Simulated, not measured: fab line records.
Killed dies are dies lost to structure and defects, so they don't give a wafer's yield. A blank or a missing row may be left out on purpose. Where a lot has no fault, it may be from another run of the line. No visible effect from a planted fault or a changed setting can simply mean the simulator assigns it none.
Matching of chambers	flow n5_finfet	N5_ILD0_CMP_03 on cmp-02: 4 sister chambers
The step polishes, stops on SiNx, t overpolish 1.9 s, target thk 197.38 nm. 14 wafers are shown with their chamber, then 7 later ones without.

WAFERS PAIRED WITH THEIR CHAMBERS
wafer	chamber	motor_current_A (A)	time_to_endpoint_s (s)	overpolish_run_s (s)
L077.1	0	10.8	66	1.891
L077.2	3	12.1	66	1.895
L077.5	2	13.0	76	1.885
L082.3	2	13.1	69	1.893
L082.5	0	10.8	60	1.903
L082.6	1	11.7	61	1.906
L083.3	1	12.3	68	1.901
L083.4	3	12.0	68	1.889
L083.6	0	10.6	67	1.901
L084.1	2	12.3	67	1.915
L084.3	0	11.1	62	1.895
L084.4	1	11.6	63	1.913
L087.2	0	10.8	69	1.882
L087.4	3	12.3	71	1.898

SIGNATURES (means of the wafers above)
reading	chamber 0	chamber 1	chamber 2	chamber 3	scatter within a chamber
motor_current_A	10.820	11.867	12.800	12.133	0.29
time_to_endpoint_s	64.80	64.00	70.67	68.33	3.72
overpolish_run_s	1.89440	1.90667	1.89767	1.89400	0.00938
Rule: for each reading, subtract the chamber's mean from the wafer's reading, divide by that reading's scatter and square the result; add these up over the readings and take the root, which gives the wafer's distance from the chamber. If the next closest chamber is less than 2 further off than the closest, the wafer can't be placed; otherwise it belongs to the closest. The scatter is the square root of a quotient: the sum, over the shown wafers, of each reading's squared deviation from its chamber's mean, divided by wafers minus chambers.

WAFERS WHOSE CHAMBER IS MISSING
wafer	motor_current_A (A)	time_to_endpoint_s (s)	overpolish_run_s (s)
L087.6	12.2	70	1.897
L088.2	12.0	69	1.903
L088.4	13.1	75	1.937
L088.6	12.1	77	1.902
L096.2	10.6	64	1.901
L096.4	11.3	61	1.888
L096.5	13.2	74	1.895

EACH ONE'S CHAMBER
wafer	from the rows above	in truth
L087.6	can't be placed: 3 or 2 or 1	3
L088.2	can't be placed: 3 or 1 or 2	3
L088.4	can't be placed: 2 or 3 or 1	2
L088.6	can't be placed: 3 or 2 or 1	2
L096.2	0	0
L096.4	can't be placed: 0 or 1 or 3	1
L096.5	2	2
Correctly placed: 2 of 7. From these rows, 5 cannot be placed; in 5 the true chamber is one of the candidates. 0 placed wrongly.
